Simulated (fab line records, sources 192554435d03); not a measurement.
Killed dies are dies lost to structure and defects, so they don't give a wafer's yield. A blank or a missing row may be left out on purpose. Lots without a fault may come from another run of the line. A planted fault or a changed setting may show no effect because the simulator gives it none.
A struck lot beside a sound one | flow n5_finfet | 14 steps out of a route of 1938
Sound: wafers L660.2, L660.4, L660.5. Struck: wafers L662.2, L662.5, L662.6. The cause comes at the end.
At each step with rows: each side's tool, then ch and its chambers, then its first start. Under that, the readings that differ: sound wafers | struck wafers | difference of the means | sigmas: that difference in standard deviations of wafers without a fault.
alike: readings whose means differ by less than 2 such deviations, and words and numbers that are the same on both sides. not compared: withheld readings, readings that some wafer has no value for, bounds like >300 that may hide the same value, and numbers for which the record gives no deviation and whose values overlap.
The two part at a step that has a row with sigmas, a row that says differs or no value, or rows on one side only. Numbers that don't overlap but have no deviation are shown without sigmas and don't part them. A reading that every wafer of one side lacks parts them only if that side has two wafers or more.

N5_SD_ACTIVATION_LSA_01: time 0.0008 s.
  sound on laser_anneal-01 ch 0, day 4 11:03; struck on laser_anneal-01 ch 0, day 4 17:45
  alike: wafer_temp_C_max
N5_SD_ACTIVATION_RS_MEAS_03: measures by four-point-probe.
  sound on film_metro-01, day 4 11:15; struck on film_metro-01, day 4 17:57
  alike: RS_SD_N, RS_SD_P
N5_SD_ACTIVATION_INSPECT_02: inspects for defects (darkfield).
  sound on defect_inspect-01, day 4 11:33; struck on defect_inspect-01, day 4 18:16
  alike: raw_defect_count
N5_ILD0_LINER_00: material SiNx, target thk 4 nm, pulse time 1 s, purge time 2 s.
  sound on ald_sin-04 ch 0,2,3, day 4 11:35; struck on ald_sin-03 ch 1,2, day 4 18:34
  alike: heater_power_w, precursor_pulse_height_rel
then, 2 steps without rows for these wafers: N5_ILD0_FCVD_FILL_01 (material SiO2 flowable, target thk 200 nm, time 328.3 s); N5_ILD0_CURE_02 (time 1800 s).
N5_ILD0_CMP_03: polishes, stops on SiNx, t overpolish 1.9 s, target thk 197.38 nm.
  sound on cmp-01 ch 0,1,3, day 4 13:59; struck on cmp-01 ch 2,3, day 4 20:58
  alike: motor_current_A, overpolish_run_s, retaining_ring_pressure_frac, time_to_endpoint_s
N5_ILD0_THK_MEAS_04:
  sound on film_metro-02, day 4 14:14; struck on film_metro-01, day 4 21:13
  alike: thk_nm
N5_ILD0_CMP_07: polishes SiO2 flowable, stops on poly-Si, t overpolish 1.18 s, target thk 138.88 nm.
  sound on cmp-03 ch 1,2, day 4 14:16; struck on cmp-03 ch 0,2,3, day 4 21:22
  alike: motor_current_A, retaining_ring_pressure_frac
N5_ILD0_THK_MEAS_08:
  sound on film_metro-02, day 4 14:34; struck on film_metro-01, day 4 21:32
  alike: thk_nm
then, 1 step without rows for these wafers: N5_ILD0_PRECLEAN_10 (cleans in NF3:NH3, afs cycles 5, time 20 s, sublimation time 60 s).
N5_ILD0_ALD_15: deposits SiNx, target thk 24 nm, pulse time 1 s, ald cycles 480.
  sound on ald_sin-03 ch 1,2, day 4 15:38; struck on ald_sin-03 ch 0,1,2, day 4 22:23
  reading                               | sound          | struck       | difference | sigmas
  ald_cycles                            | 480 480 480    | 502 502 502  | +22        |
  model.SiNx_of_ILD0_ALD_15.thk_nm (nm) | 23.8 24.2 23.8 | 25 25.2 24.8 | +1         |
  alike: heater_power_w, precursor_pulse_height_rel
N5_ILD0_CMP_12: polishes SiNx, stops on poly-Si, t overpolish 6 s, target thk 17.67 nm.
  sound on cmp-03 ch 0,2, day 4 17:53; struck on cmp-03 ch 1,2,3, day 5 00:39
  alike: motor_current_A, retaining_ring_pressure_frac
-- the record jumps here: 9 days lie between the struck wafers' starts before and after (it left off in module ILD0 and takes up again in module PASSIVATION, whose first step shown is number 1936 of the route) --
N5_PASSIVATION_PROBE_49:
  the record has rows for the struck wafers here (prober-01, day 13 23:59) and none for the sound ones

WHERE THEY PART
Only at N5_PASSIVATION_PROBE_49, within this record.

WHY: what the simulator had put in
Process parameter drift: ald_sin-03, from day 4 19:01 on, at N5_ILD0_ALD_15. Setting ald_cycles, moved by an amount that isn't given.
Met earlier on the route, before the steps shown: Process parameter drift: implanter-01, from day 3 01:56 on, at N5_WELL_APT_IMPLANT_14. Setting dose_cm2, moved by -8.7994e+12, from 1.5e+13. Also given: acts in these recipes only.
